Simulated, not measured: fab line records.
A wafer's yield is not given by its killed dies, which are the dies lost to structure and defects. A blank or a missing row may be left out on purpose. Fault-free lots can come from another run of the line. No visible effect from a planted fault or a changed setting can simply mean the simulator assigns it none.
Chamber matching :: flow n5_finfet :: N5_BEOL_M7_ILD_DEP_00 on pecvd-04: 3 sister chambers
The step deposits SiCOH lowk from DEMS/porogen, target thk 179.75 nm, time 33.4 s. 3 wafers are shown with their chamber, then 11 later ones without.

## WAFERS WITH THEIR CHAMBER
wafer: L085.5
chamber: 2
heater_power_w (W): 302

wafer: L085.6
chamber: 1
heater_power_w (W): 363

wafer: L088.3
chamber: 0
heater_power_w (W): 249

## WAFERS WITHOUT THEIR CHAMBER
wafer: L088.5
heater_power_w (W): 385

wafer: L088.6
heater_power_w (W): 257

wafer: L090.3
heater_power_w (W): 429

wafer: L090.5
heater_power_w (W): 301

wafer: L090.6
heater_power_w (W): 283

wafer: L095.1
heater_power_w (W): 426

wafer: L095.5
heater_power_w (W): 257

wafer: L095.6
heater_power_w (W): 426

wafer: L096.1
heater_power_w (W): 443

wafer: L096.2
heater_power_w (W): 281

wafer: L096.6
heater_power_w (W): 354

## THE CHAMBER EACH PASSED THROUGH
wafer: L088.5
from the rows above: can't be placed: 1 or 2
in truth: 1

wafer: L088.6
from the rows above: can't be placed: 0 or 2
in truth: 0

wafer: L090.3
from the rows above: can't be placed: 1 or 2
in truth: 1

wafer: L090.5
from the rows above: can't be placed: 2 or 0 or 1
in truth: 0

wafer: L090.6
from the rows above: can't be placed: 2 or 0 or 1
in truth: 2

wafer: L095.1
from the rows above: can't be placed: 1 or 2
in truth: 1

wafer: L095.5
from the rows above: can't be placed: 0 or 2
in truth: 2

wafer: L095.6
from the rows above: can't be placed: 1 or 2
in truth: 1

wafer: L096.1
from the rows above: can't be placed: 1 or 2
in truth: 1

wafer: L096.2
from the rows above: can't be placed: 2 or 0 or 1
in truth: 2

wafer: L096.6
from the rows above: can't be placed: 1 or 2
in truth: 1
Placed correctly: 0 of 11. From these rows, 11 cannot be placed; in 11 the true chamber is one of the candidates. Wrongly placed: 0.
How it was worked out, from the rows above alone: a wafer's distance from a chamber is the root of the sum, over the readings, of the square of ((its reading less the chamber's mean) divided by the reading's scatter). The wafer belongs to the nearest chamber; if the next one is less than 2 further off, it can't be placed. Each chamber's mean is taken over the wafers shown for it. The scatter: with one shown wafer a chamber, the root of the mean of the squares of how far each hidden wafer lies from its nearest shown one.
